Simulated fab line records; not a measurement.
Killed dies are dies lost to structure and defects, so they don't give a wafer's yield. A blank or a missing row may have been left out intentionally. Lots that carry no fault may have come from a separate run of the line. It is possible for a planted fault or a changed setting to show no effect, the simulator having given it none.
Which tool was responsible? / flow n5 finfet / 7 lots with 21 wafers sampled at 4 steps, on a route of 1938 steps

## WHAT EACH GAUGE READ, for each wafer
N5_SD_EPI_P_EPI_MEAS_23.
lot=L351; measured=day 3 16:28; on=film metro-02; thk nm (nm)=61.6 58.5 60.5
lot=L353; measured=day 4 03:14; on=film metro-02; thk nm (nm)=61.7 59.1 59.8
lot=L357; measured=day 5 04:58; on=film metro-01; thk nm (nm)=60.6 59.8 59.6
lot=L363; measured=day 6 17:01; on=film metro-01; thk nm (nm)=94.1 95.1 91.7
lot=L365; measured=day 7 04:01; on=film metro-02; thk nm (nm)=90.2 93.4 90.9
lot=L370; measured=day 8 13:11; on=film metro-02; thk nm (nm)=60.0 59.3 61.1
lot=L373; measured=day 9 03:29; on=film metro-02; thk nm (nm)=59.5 60.9 60.1

## WHAT TOOL EACH LOT RAN ON (gives the tool, then ch and the chambers of the sampled wafers, and finally the start)
lot=L351; N5_SD_EPI_N_LINER_46=ald sin-03 ch 0,2, day 3 12:09; N5_SD_EPI_P_STRIP_40=plasma asher-01 ch 0, day 3 13:44; N5_SD_EPI_P_EPI_21=epi rpcvd-03 ch 0, day 3 14:15
lot=L353; N5_SD_EPI_N_LINER_46=ald sin-03 ch 0,1,2, day 3 22:57; N5_SD_EPI_P_STRIP_40=plasma asher-01 ch 0,1, day 4 00:31; N5_SD_EPI_P_EPI_21=epi rpcvd-01 ch 0, day 4 01:24
lot=L357; N5_SD_EPI_N_LINER_46=ald sin-04 ch 0,2,3, day 4 23:50; N5_SD_EPI_P_STRIP_40=plasma asher-01 ch 0,1, day 5 01:26; N5_SD_EPI_P_EPI_21=epi rpcvd-03 ch 0, day 5 03:01
lot=L363; N5_SD_EPI_N_LINER_46=ald sin-02 ch 0,1,2, day 6 12:43; N5_SD_EPI_P_STRIP_40=plasma asher-01 ch 0,1, day 6 14:18; N5_SD_EPI_P_EPI_21=epi rpcvd-03 ch 0, day 6 14:49
lot=L365; N5_SD_EPI_N_LINER_46=ald sin-02 ch 2,3, day 6 23:50; N5_SD_EPI_P_STRIP_40=plasma asher-01 ch 0,1, day 7 01:17; N5_SD_EPI_P_EPI_21=epi rpcvd-03 ch 0, day 7 01:49
lot=L370; N5_SD_EPI_N_LINER_46=ald sin-04 ch 1,2,3, day 8 09:02; N5_SD_EPI_P_STRIP_40=plasma asher-02 ch 0,1, day 8 10:29; N5_SD_EPI_P_EPI_21=epi rpcvd-04 ch 0, day 8 10:59
lot=L373; N5_SD_EPI_N_LINER_46=ald sin-03 ch 0,2, day 8 23:02; N5_SD_EPI_P_STRIP_40=plasma asher-01 ch 0,1, day 9 00:30; N5_SD_EPI_P_EPI_21=epi rpcvd-01 ch 0, day 9 01:43
- N5_SD_EPI_N_LINER_46: material SiNx, target thk 3 nm.
- N5_SD_EPI_P_STRIP_40: strips in N2/H2.
- N5_SD_EPI_P_EPI_21: deposits SiGe:B, time 355 s.

## THE ANSWER, worked out from the rows above alone
Rule: the usual values come from the lots themselves. The widest of any qualifying gaps counts: lots, ordered by their means at a reading, are off when they make up no more than a third of the lots, leave a main group of 4 or more, and stand apart from it by 3 or more times the standard deviation of that group's means. Not used: any main group whose means are identical at the precision the tables above print for the reading. Also off: a lot with no number at a reading for which 4 or more lots have one. All remaining lots with rows at the step are treated as sound.
Off at N5_SD_EPI_P_EPI_MEAS_23 (thk nm): L363, L365. The main group has a mean of 60.1 nm with a standard deviation of 0.074.
If a tool, at a process step before that reading, ran all the lots that are off and no sound lot after the first of them, it fits. Those tools and the gauges at N5_SD_EPI_P_EPI_MEAS_23 are tried in the same way. Can't be told from this: 2 tools fit, ald sin-02 at N5_SD_EPI_N_LINER_46, epi rpcvd-03 at N5_SD_EPI_P_EPI_21.

## WHAT HAD BEEN PUT IN BY THE SIMULATOR
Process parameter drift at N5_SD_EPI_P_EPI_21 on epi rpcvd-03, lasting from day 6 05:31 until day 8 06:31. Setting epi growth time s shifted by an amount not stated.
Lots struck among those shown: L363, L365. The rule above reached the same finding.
